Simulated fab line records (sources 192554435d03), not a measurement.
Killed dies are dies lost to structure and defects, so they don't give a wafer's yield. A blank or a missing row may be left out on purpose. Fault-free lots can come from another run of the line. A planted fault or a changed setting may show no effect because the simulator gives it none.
fab line records	flow n5-finfet
[record] lots = 7	wafers = 21
route steps=1938 shown BEOL_M12@1609 BEOL_M13@1661 BEOL_M15@1773
start-h: hours from the record's first day to the start of the lot's first wafer shown	wait-h: hours from the lot's prior step to this one	" repeats the value in the row above	L1.1+2: several wafers, shown together as one row	- value missing, or start not given	* or withheld: withheld	< > ~ a bound
route shown NAME@n: a module of which the file shows steps, and the number in the route of the first	usual: mean/standard deviation taken from wafers without a fault	same: alike in all rows	chamber/n: place in a boat	sites: readings site by site	_std_site: standard deviation of those values	_edge_site: the outer-site mean with the inner-site mean subtracted	radius-mm: how far each site lies from the wafer's centre	mask NAME#n: copy n	behind: tool/chamber where the wafer was last shaped	hold: the reason the lot was held/the length of the hold in hours/how it ended	device: whichever transistor did not switch (one of n, p or np)	end of line: the tests these same wafers got at the end of their route	a step with no rows: only its recipe	killed: not the wafer's yield, but the dies lost to structure and defects at the first sort	map: shows each die of a wafer: x if killed, . if not, _ if none is there
set.NAME: the setting that was run; set.NAME@STEP: the one run at that earlier step	model.NAME: the simulator's own value behind a step, which no gauge read
lots with deliberately changed settings; one table per step, one row per wafer
[[steps]]
[step N5_BEOL_M12_PEB_08]
[recipe] peb-temp-c = 130	peb-time-s = 90
lot.wafer	tool	chamber	start-h	wait-h	set.peb-temp-c
L074.1+3+6	litho-track-05	0	257.95	0.1	130
L078.3+4	litho-track-01	0	281.93	0.0	133.3
L078.6	"	0	"	"	130
L081.1+4	litho-track-03	0	307.53	0.1	133.3
L081.6	"	0	"	"	130
L084.2+3	litho-track-01	0	325.93	0.0	130
L084.5	"	0	"	"	126.5
L087.4+5+6	litho-track-05	0	361.41	0.0	130
L093.1+2+6	litho-track-01	0	364.27	0.1	130
L092.3+5	litho-track-05	0	383.68	0.0	130
L092.6	"	0	"	"	132.9
[step N5_BEOL_M12_DEVELOP_09]
[recipe] develop-time-s = 45	rinse-liquid = diw	dry = air-spin	dev-temp-c = 21
[step N5_BEOL_M12_HARDBAKE_14]
[recipe] temp-c = 130	time-s = 120
[step N5_BEOL_M12_CD_MEAS_10]
[recipe] target-cd-nm = 140	landing-energy-ev = 500	detector = se-inlens	polarity = opening
[usual] cd-nm = 139.7/1.7
lot.wafer	tool	chamber	start-h	wait-h	set.peb-temp-c@BEOL_M12_PEB_08	cd-nm
L074.1	cd-sem-03	0	258.07	-	130	140.8
L074.3	"	0	"	"	130	138.9
L074.6	"	0	"	"	130	140.3
L078.3	cd-sem-02	0	282.05	-	133.3	152.5
L078.4	"	0	"	"	133.3	152.2
L078.6	"	0	"	"	130	141.8
L081.1	cd-sem-01	0	307.65	-	133.3	147.0
L081.4	"	0	"	"	133.3	148.6
L081.6	"	0	"	"	130	139.8
L084.2	cd-sem-01	0	326.05	-	130	141.7
L084.3	"	0	"	"	130	140.8
L084.5	"	0	"	"	126.5	127.4
L087.4	cd-sem-02	0	361.53	-	130	139.5
L087.5	"	0	"	"	130	141.0
L087.6	"	0	"	"	130	136.4
L093.1	cd-sem-01	0	364.39	-	130	142.9
L093.2	"	0	"	"	130	142.5
L093.6	"	0	"	"	130	140.8
L092.3	cd-sem-03	0	383.79	-	130	138.5
L092.5	"	0	"	"	130	139.6
L092.6	"	0	"	"	132.9	146.9
[step N5_BEOL_M12_DESCUM_15]
[recipe] chemistry = O2	time-s = 7.9	source-power-w = 50	bias-power-w = 20	pressure-mtorr = 20	rf-frequency-hz = 2.712e+07	temp-c = 40	o2-flow-sccm = 225
[step N5_BEOL_M12_ETCH_59]
[recipe] chemistry = N2/H2	target = BARC	target-depth-a = 890	overetch-a = 267	time-s = 67.9	ion-energy-ev = 200	pressure-mtorr = 30	source-w = 840	bias-w = 150	n2-flow-sccm = 200	h2-flow-sccm = 200
[step N5_BEOL_M12_VIA_ETCH_16]
[recipe] chemistry = C4F8/O2/Ar	target = SiOC	pressure-mtorr = 30	source-w = 3000	bias-w = 700	Ar_flow_sccm = 400	C4F8_flow_sccm = 15	O2_flow_sccm = 8	he-inner-torr = 15	he-outer-torr = 30	target-depth-a = 7248	time-s = withheld	ion-energy-ev = 250	ends = cleared
lot.wafer	tool	chamber	start-h	wait-h	set.time-s@BEOL_M12_ILD_DEP_00	model.etch.depth-nm	model.coat_of_BEOL_M12_COAT_04.thk-nm
L074.1	rie-diel-04	3	258.26	0.0	*	643.7	130
L074.3	"	2	"	"	*	651.9	129.4
L074.6	"	0	"	"	*	662	123.4
L078.3	rie-diel-01	2	282.26	0.0	*	640.1	126.4
L078.4	"	1	"	"	*	733.6	100
L078.6	"	1	"	"	*	749.6	94.8
L081.1	rie-diel-03	1	307.99	0.0	*	658.6	120.6
L081.4	"	2	"	"	*	657.6	122
L081.6	"	1	"	"	*	663.4	118.8
L084.2	rie-diel-03	3	326.32	0.0	*	709.8	109.8
L084.3	"	1	"	"	*	654	122.6
L084.5	"	0	"	"	*	648.3	130.2
L087.4	rie-diel-01	0	361.88	0.0	*	656.7	126
L087.5	"	2	"	"	*	652	126.6
L087.6	"	3	"	"	*	652.4	126.2
L093.1	rie-diel-04	1	364.79	0.0	*	660.9	120
L093.2	"	0	"	"	*	661.4	122.2
L093.6	"	2	"	"	*	677.1	119
L092.3	rie-diel-03	3	383.97	0.0	*	645.4	129.8
L092.5	"	2	"	"	*	656.4	123.8
L092.6	"	1	"	"	*	756	92.8
[step N5_BEOL_M12_STRIP_63]
[recipe] chemistry = N2/H2	power-w = 1000	temp-c = 250	h2-frac = 0.65	overash-fraction = 0.3	pressure-mtorr = 1000	n2-flow-sccm = 1750	h2-flow-sccm = 3250
[usual] strip-time-to-endpoint-s = 42.9/0.96
lot.wafer	tool	chamber	start-h	wait-h	set.time-s@BEOL_M12_ILD_DEP_00	strip-time-to-endpoint-s
L074.1	plasma-asher-02	0	258.46	-	130.7	44.3
L074.3	"	0	"	"	130.7	44.2
L074.6	"	1	"	"	130.7	42.6
L078.3	plasma-asher-01	1	282.48	-	130.7	43.4
L078.4	"	0	"	"	147.6	36.2
L078.6	"	0	"	"	147.6	34.8
L081.1	plasma-asher-01	0	308.19	-	130.7	41.8
L081.4	"	0	"	"	130.7	42.2
L081.6	"	0	"	"	130.7	41.3
L084.2	plasma-asher-02	0	326.82	-	144.8	38.9
L084.3	"	0	"	"	130.7	42.4
L084.5	"	0	"	"	130.7	44.4
L087.4	plasma-asher-02	0	362.10	-	130.7	43.3
L087.5	"	0	"	"	130.7	43.5
L087.6	"	1	"	"	130.7	43.4
L093.1	plasma-asher-01	0	364.99	-	130.7	41.7
L093.2	"	1	"	"	130.7	42.3
L093.6	"	1	"	"	130.7	41.4
L092.3	plasma-asher-02	1	384.19	-	130.7	44.3
L092.5	"	1	"	"	130.7	42.7
L092.6	"	0	"	"	149.9	34.2
[step N5_BEOL_M12_STRIP_64]
[recipe] chemistry = N2/H2	power-w = 1000	temp-c = 250	h2-frac = 0.65	overash-fraction = 0.3	pressure-mtorr = withheld	n2-flow-sccm = 1750	h2-flow-sccm = 3250
[step N5_BEOL_M12_STRIP_71]
[recipe] chemistry = post-etch-residue-remover	time-s = 60	temp-c = 25	remover-ph = withheld	remover-water-wt-pct = withheld	remover-fluoride-wt-pct = withheld
[step N5_BEOL_M12_SRD_72]
[recipe] time-s = 30	temp-c = 23	rinse-liquid = diw	dry = n2-spin	spin-rpm = 1500	dry-time-s = 30
[step N5_BEOL_M12_CD_MEAS_17]
[recipe] target-cd-nm = 140	polarity = opening
[usual] cd-nm = 140.2/2.1
lot.wafer	tool	chamber	start-h	wait-h	set.peb-temp-c@BEOL_M12_PEB_08	cd-nm
L074.1	cd-sem-03	-	258.67	0.0	130	140.7
L074.3	"	-	"	"	130	138.0
L074.6	"	-	"	"	130	141.1
L078.3	cd-sem-02	-	282.67	0.0	133.3	153.7
L078.4	"	-	"	"	133.3	153.2
L078.6	"	-	"	"	130	143.3
L081.1	cd-sem-01	-	308.40	0.0	133.3	148.3
L081.4	"	-	"	"	133.3	150.0
L081.6	"	-	"	"	130	140.9
L084.2	cd-sem-02	-	327.03	0.0	130	142.6
L084.3	"	-	"	"	130	141.7
L084.5	"	-	"	"	126.5	127.8
L087.4	cd-sem-02	-	362.29	0.0	130	138.4
L087.5	"	-	"	"	130	141.3
L087.6	"	-	"	"	130	137.3
L093.1	cd-sem-03	-	365.20	0.0	130	145.6
L093.2	"	-	"	"	130	141.8
L093.6	"	-	"	"	130	140.5
L092.3	cd-sem-01	-	384.38	0.0	130	137.7
L092.5	"	-	"	"	130	140.6
L092.6	"	-	"	"	132.9	148.9
[step N5_BEOL_M12_COAT_65]
[recipe] resist = SOC	temp-c = 250	time-s = 60	spin-rpm = 1500	resist-thk-nm = 300
[step N5_BEOL_M12_COAT_66]
[recipe] resist = SiARC	temp-c = 220	time-s = 60	spin-rpm = 1500	resist-thk-nm = 110
[step N5_BEOL_M12_STRIP_37]
[recipe] chemistry = N2/H2	power-w = 1000	temp-c = 250	h2-frac = 0.65	overash-fraction = 0.3	pressure-mtorr = withheld	n2-flow-sccm = 1750	h2-flow-sccm = 3250
[step N5_BEOL_M12_ETCH_38]
[recipe] chemistry = CF4/N2	target = SiCN	target-depth-a = 687	taper-deg = 2	time-s = 73.4	ion-energy-ev = 150	mask-material = SiO2	pressure-mtorr = 40	source-w = 430	bias-w = 70	Ar_flow_sccm = 100	cf4-flow-sccm = 60	n2-flow-sccm = 60
lot.wafer	tool	chamber	start-h	wait-h	set.time-s@BEOL_M12_ILD_DEP_00	model.SiOC_of_BEOL_M12_ILD_DEP_00.thk-nm
L074.1	rie-diel-03	3	261.12	-	130.7	597
L074.3	"	0	"	"	130.7	603.4
L074.6	"	1	"	"	130.7	610.6
L078.3	rie-diel-03	3	285.64	-	130.7	593.8
L078.4	"	1	"	"	147.6	682.8
L078.6	"	2	"	"	147.6	700.2
L081.1	rie-diel-04	2	314.17	-	130.7	610.8
L081.4	"	3	"	"	130.7	608
L081.6	"	1	"	"	130.7	612
L084.2	rie-diel-03	1	329.49	-	144.8	658.2
L084.3	"	2	"	"	130.7	603.6
L084.5	"	1	"	"	130.7	596.8
L087.4	rie-diel-04	3	364.60	-	130.7	606.8
L087.5	"	3	"	"	130.7	602
L087.6	"	2	"	"	130.7	605.6
L093.1+2	rie-diel-04	0,3	371.15	-	130.7	611
L093.6	"	1	"	"	130.7	625.6
L092.3	rie-diel-01	2	390.93	-	130.7	595
L092.5	"	1	"	"	130.7	606.2
L092.6	"	0	"	"	149.9	706
[step N5_BEOL_M13_COAT_58]
[recipe] resist = BARC	temp-c = 205	time-s = 60	spin-rpm = 1500	resist-thk-nm = 89
lot.wafer	tool	chamber	start-h	wait-h	set.spin-rpm	model.BARC_of_BEOL_M13_COAT_58.thk-nm
L074.1+3	litho-track-02	0	263.34	0.0	1500	88.6
L074.6	"	0	"	"	1666	84.2
L078.3+4	litho-track-03	0	287.38	0.0	1500	89.2
L078.6	"	0	"	"	1427	91.4
L081.1+6	litho-track-04	0	315.97	0.0	1500	88.6
L081.4	"	0	"	"	1500	88.8
L084.2	litho-track-03	0	332.16	0.0	1624	85.4
L084.3	"	0	"	"	1500	89.2
L084.5	"	0	"	"	1500	88.8
L087.4+5+6	litho-track-02	0	366.58	0.0	1500	88.8
L093.1	litho-track-02	0	373.06	0.0	1432	91
L093.2+6	"	0	"	"	1432	91.2
L092.3+5+6	litho-track-03	0	393.66	0.0	1500	89
[step N5_BEOL_M13_ETCH_59]
[recipe] chemistry = N2/H2	target = BARC	target-depth-a = 890	overetch-a = 267	time-s = 67.9	ion-energy-ev = 200	pressure-mtorr = 30	source-w = 840	bias-w = 150	n2-flow-sccm = 200	h2-flow-sccm = 200
lot.wafer	tool	chamber	start-h	wait-h	set.time-s	set.spin-rpm@BEOL_M13_COAT_58	model.coat_of_BEOL_M13_COAT_04.thk-nm	model.etch.depth-nm
L074.1	rie-diel-02	2	263.73	0.0	67.9	1500	315.4	88.51
L074.3	"	3	"	"	67.9	1500	315	88.69
L074.6	"	2	"	"	67.9	1666	316.2	84.15
L078.3	rie-diel-05	3	287.77	0.0	67.9	1500	320	89.18
L078.4	"	0	"	"	81.21	1500	305.4	89.19
L078.6	"	0	"	"	67.9	1427	317	91.39
L081.1	rie-diel-05	3	316.49	0.0	67.9	1500	318.8	88.65
L081.4	"	2	"	"	67.9	1500	319	88.74
L081.6	"	1	"	"	59.09	1500	326.4	88.67
L084.2	rie-diel-02	3	333.01	0.0	73.64	1624	310.4	85.37
L084.3	"	0	"	"	73.64	1500	314	89.23
L084.5	"	0	"	"	73.64	1500	314	88.83
L087.4	rie-diel-06	0	367.02	0.0	67.9	1500	318.2	88.78
L087.5	"	0	"	"	67.9	1500	319	88.84
L087.6	"	3	"	"	67.9	1500	321.2	88.76
L093.1	rie-diel-02	1	373.58	0.0	67.9	1432	319.8	91.04
L093.2	"	3	"	"	53.18	1432	329.2	91.26
L093.6	"	0	"	"	67.9	1432	318.4	91.11
L092.3	rie-diel-05	2	394.06	0.0	67.9	1500	316.4	88.96
L092.5	"	1	"	"	67.9	1500	313.8	89.07
L092.6	"	2	"	"	67.9	1500	315	89
[step N5_BEOL_M13_VIA_ETCH_16]
[recipe] chemistry = C4F8/O2/Ar	target = SiOC	pressure-mtorr = 30	source-w = 3000	bias-w = 700	Ar_flow_sccm = 400	C4F8_flow_sccm = 15	O2_flow_sccm = 8	he-inner-torr = 15	he-outer-torr = 30	target-depth-a = 9217	time-s = withheld	ion-energy-ev = 250	ends = cleared
[step N5_BEOL_M13_STRIP_63]
[recipe] chemistry = N2/H2	power-w = 1000	temp-c = 250	h2-frac = 0.65	overash-fraction = 0.3	pressure-mtorr = 1000	n2-flow-sccm = 1750	h2-flow-sccm = 3250
[step N5_BEOL_M13_STRIP_64]
[recipe] chemistry = N2/H2	power-w = 1000	temp-c = 250	h2-frac = 0.65	overash-fraction = 0.3	pressure-mtorr = withheld	n2-flow-sccm = 1750	h2-flow-sccm = 3250
[usual] strip-time-to-endpoint-s = 31.29/0.067
lot.wafer	tool	chamber	start-h	wait-h	set.spin-rpm@BEOL_M13_COAT_58	strip-time-to-endpoint-s
L074.1	plasma-asher-02	1	264.08	0.0	1500	31.18
L074.3	"	0	"	"	1500	31.22
L074.6	"	0	"	"	1666	29.91
L078.3	plasma-asher-02	1	288.14	0.0	1500	31.35
L078.4	"	0	"	"	1500	31.34
L078.6	"	1	"	"	1427	31.99
L081.1	plasma-asher-02	1	316.83	0.0	1500	31.20
L081.4	"	1	"	"	1500	31.23
L081.6	"	0	"	"	1500	31.24
L084.2	plasma-asher-02	1	333.36	0.0	1624	30.27
L084.3	"	0	"	"	1500	31.39
L084.5	"	0	"	"	1500	31.26
L087.4	plasma-asher-01	1	367.39	0.0	1500	31.24
L087.5	"	1	"	"	1500	31.28
L087.6	"	0	"	"	1500	31.25
L093.1	plasma-asher-02	0	373.93	0.0	1432	31.90
L093.2	"	1	"	"	1432	31.97
L093.6	"	1	"	"	1432	31.91
L092.3	plasma-asher-01	1	394.42	0.0	1500	31.28
L092.5	"	0	"	"	1500	31.33
L092.6	"	1	"	"	1500	31.31
[step N5_BEOL_M15_ILD_DEP_00]
[recipe] material = SiO2	target-thk-a = 16293	temp-c = 400	precursor = TEOS/O2	pressure-torr = 6.5	rf-w = 900	teos-flow-sccm = 161.4	gas = O2	flow-sccm = 2650	time-s = 346.1
lot.wafer	tool	chamber	start-h	wait-h	set.time-s	model.SiO2_of_BEOL_M15_ILD_DEP_00.thk-nm
L074.1	pecvd-01	1	276.99	0.0	346.1	1658
L074.3	"	2	"	"	327.9	1549
L074.6	"	2	"	"	346.1	1674
L078.3	pecvd-01	0	299.93	0.0	328.6	1505
L078.4	"	2	"	"	328.6	1569
L078.6	"	0	"	"	328.6	1539
L081.1	pecvd-01	1	324.78	0.0	370.4	1735
L081.4	"	0	"	"	346.1	1609
L081.6	"	2	"	"	346.1	1672
L084.2	pecvd-04	1	344.94	0.0	346.1	1594
L084.3	"	0	"	"	346.1	1619
L084.5	"	0	"	"	346.1	1640
L087.4	pecvd-04	1	382.19	0.1	346.1	1623
L087.5	"	0	"	"	346.1	1626
L087.6	"	2	"	"	346.1	1630
L093.1	pecvd-01	2	392.02	0.0	370.9	1749
L093.2	"	0	"	"	346.1	1583
L093.6	"	0	"	"	370.9	1730
L092.3	pecvd-01	0	404.26	0.0	346.1	1587
L092.5	"	0	"	"	330.8	1528
L092.6	"	2	"	"	346.1	1644
[step N5_BEOL_M15_THK_MEAS_01]
[recipe] reads = SiO2_of_BEOL_M15_ILD_DEP_00
[usual] M15_ILD_THK = 1628/22
lot.wafer	tool	chamber	start-h	wait-h	set.time-s@BEOL_M15_ILD_DEP_00	M15_ILD_THK[nm]
L074.1	film-metro-02	-	277.24	0.1	346.1	1657
L074.3	"	-	"	"	327.9	1551
L074.6	"	-	"	"	346.1	1674
L078.3	film-metro-01	-	300.18	0.1	328.6	1506
L078.4	"	-	"	"	328.6	1568
L078.6	"	-	"	"	328.6	1538
L081.1	film-metro-01	-	325.03	0.1	370.4	1735
L081.4	"	-	"	"	346.1	1609
L081.6	"	-	"	"	346.1	1671
L084.2	film-metro-01	-	345.19	0.1	346.1	1595
L084.3	"	-	"	"	346.1	1619
L084.5	"	-	"	"	346.1	1639
L087.4	film-metro-01	-	382.33	0.0	346.1	1622
L087.5	"	-	"	"	346.1	1625
L087.6	"	-	"	"	346.1	1630
L093.1	film-metro-01	-	392.27	0.1	370.9	1748
L093.2	"	-	"	"	346.1	1583
L093.6	"	-	"	"	370.9	1730
L092.3	film-metro-02	-	404.51	0.1	346.1	1586
L092.5	"	-	"	"	330.8	1530
L092.6	"	-	"	"	346.1	1646
[step N5_BEOL_M15_COAT_58]
[recipe] resist = BARC	temp-c = 205	time-s = 60	spin-rpm = 1500	resist-thk-nm = 89
[step N5_BEOL_M15_COAT_04]
[recipe] spin-rpm = 1704	resist-thk-nm = 800
[step N5_BEOL_M15_DESCUM_15]
[recipe] chemistry = O2	time-s = 7.9	source-power-w = 50	bias-power-w = 20	pressure-mtorr = 20	rf-frequency-hz = 2.712e+07	temp-c = 40	o2-flow-sccm = 225
[step N5_BEOL_M15_ETCH_59]
[recipe] chemistry = N2/H2	target = BARC	target-depth-a = 890	overetch-a = 267	time-s = 67.9	ion-energy-ev = 200	pressure-mtorr = 30	source-w = 840	bias-w = 150	n2-flow-sccm = 200	h2-flow-sccm = 200
[step N5_BEOL_M15_VIA_ETCH_16]
[recipe] chemistry = C4F8/O2/Ar	target = SiO2	he-inner-torr = 15	he-outer-torr = 30	target-depth-a = 17922	time-s = withheld	ion-energy-ev = 800	pressure-mtorr = 20	source-w = 1905	bias-w = 2040	Ar_flow_sccm = 400	C4F8_flow_sccm = 16	O2_flow_sccm = 12	ends = cleared
lot.wafer	tool	chamber	start-h	wait-h	set.time-s@BEOL_M15_ILD_DEP_00	model.etch.depth-nm	model.coat_of_BEOL_M15_COAT_04.thk-nm
L074.1	rie-diel-05	0	277.85	0.0	*	1658	329.6
L074.3	"	2	"	"	*	1549	349.4
L074.6	"	1	"	"	*	1674	319.6
L078.3	rie-diel-05	1	300.78	0.0	*	1505	358.6
L078.4	"	0	"	"	*	1569	348.6
L078.6	"	1	"	"	*	1539	349.2
L081.1	rie-diel-05	2	325.51	0.0	*	1735	305.2
L081.4	"	1	"	"	*	1609	336.6
L081.6	"	2	"	"	*	1672	316.4
L084.2	rie-diel-02	0	345.67	0.0	*	1594	347.6
L084.3	"	3	"	"	*	1619	334
L084.5	"	0	"	"	*	1640	334.6
L087.4	rie-diel-06	0	382.93	0.0	*	1623	335.2
L087.5	"	3	"	"	*	1626	331.6
L087.6	"	2	"	"	*	1630	340.6
L093.1	rie-diel-02	1	392.88	0.0	*	1749	312.6
L093.2	"	0	"	"	*	1583	353.2
L093.6	"	2	"	"	*	1730	308.6
L092.3	rie-diel-05	3	405.12	0.0	*	1587	338.6
L092.5	"	2	"	"	*	1528	353.4
L092.6	"	1	"	"	*	1644	322.2
[step N5_BEOL_M15_COAT_22]
[recipe] spin-rpm = 1704	resist-thk-nm = 800
lot.wafer	tool	chamber	start-h	wait-h	set.spin-rpm	model.coat_of_BEOL_M15_COAT_22.thk-nm
L074.1	litho-track-03	0	-	-	1648	815
L074.3	"	0	"	"	1704	801.4
L074.6	"	0	"	"	1648	815.4
L078.3	litho-track-05	0	-	-	1516	851.2
L078.4	"	0	"	"	1704	804.6
L078.6	"	0	"	"	1704	801.8
L081.1	litho-track-03	0	-	-	1636	816.4
L081.4	"	0	"	"	1704	797
L081.6	"	0	"	"	1636	814.8
L084.2+3	litho-track-03	0	-	-	1704	793.8
L084.5	"	0	"	"	1756	781.2
L087.4	litho-track-04	0	-	-	1704	800.2
L087.5	"	0	"	"	1704	801
L087.6	"	0	"	"	1704	803
L093.1	litho-track-05	0	-	-	1704	801.4
L093.2	"	0	"	"	1704	800.8
L093.6	"	0	"	"	1704	802.8
L092.3	litho-track-03	0	-	-	1704	797.8
L092.5+6	"	0	"	"	1652	810
[[key]]
[split] step = N5_BEOL_M12_PEB_08	setting = peb-temp-c	stated = 130	by = wafer
[response] step = N5_BEOL_M12_CD_MEAS_10	reading = cd-nm	change = +4.06	per = 1%	r = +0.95
[response] step = N5_BEOL_M12_CD_MEAS_17	reading = cd-nm	change = +4.27	per = 1%	r = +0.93
[split] step = N5_BEOL_M13_COAT_58	setting = spin-rpm	stated = 1500	by = wafer
[response] step = N5_BEOL_M13_COAT_58	reading = model.BARC_of_BEOL_M13_COAT_58.thk-nm	change = -0.416	per = 1%	r = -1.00
[response] step = N5_BEOL_M13_ETCH_59	reading = model.etch.depth-nm	change = -0.421	per = 1%	r = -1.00
[response] step = N5_BEOL_M13_STRIP_64	reading = strip-time-to-endpoint-s	change = *	per = 1%	r = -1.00
[split] step = N5_BEOL_M13_ETCH_59	setting = time-s	stated = 67.9	by = wafer
[response] step = N5_BEOL_M13_ETCH_59	reading = model.coat_of_BEOL_M13_COAT_04.thk-nm	change = -0.56	per = 1%	r = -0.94
[split] step = N5_BEOL_M15_ILD_DEP_00	setting = time-s	stated = 346.1	by = wafer
[response] step = N5_BEOL_M15_ILD_DEP_00	reading = model.SiO2_of_BEOL_M15_ILD_DEP_00.thk-nm	change = +18.8	per = 1%	r = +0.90
[response] step = N5_BEOL_M15_THK_MEAS_01	reading = M15_ILD_THK	change = +18.8	per = 1%	r = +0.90
[response] step = N5_BEOL_M15_VIA_ETCH_16	reading = model.etch.depth-nm	change = +18.8	per = 1%	r = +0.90
[response] step = N5_BEOL_M15_VIA_ETCH_16	reading = model.coat_of_BEOL_M15_COAT_04.thk-nm	change = -4.65	per = 1%	r = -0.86
[split] step = N5_BEOL_M15_COAT_22	setting = spin-rpm	stated = 1704	by = wafer
[response] step = N5_BEOL_M15_COAT_22	reading = model.coat_of_BEOL_M15_COAT_22.thk-nm	change = -4.34	per = 1%	r = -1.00
split outside-this-file step=N5_BEOL_M12_ILD_DEP_00 setting=time-s
// split outside-this-file: this setting was split too, and the file shows its column; the key of that split is in another file
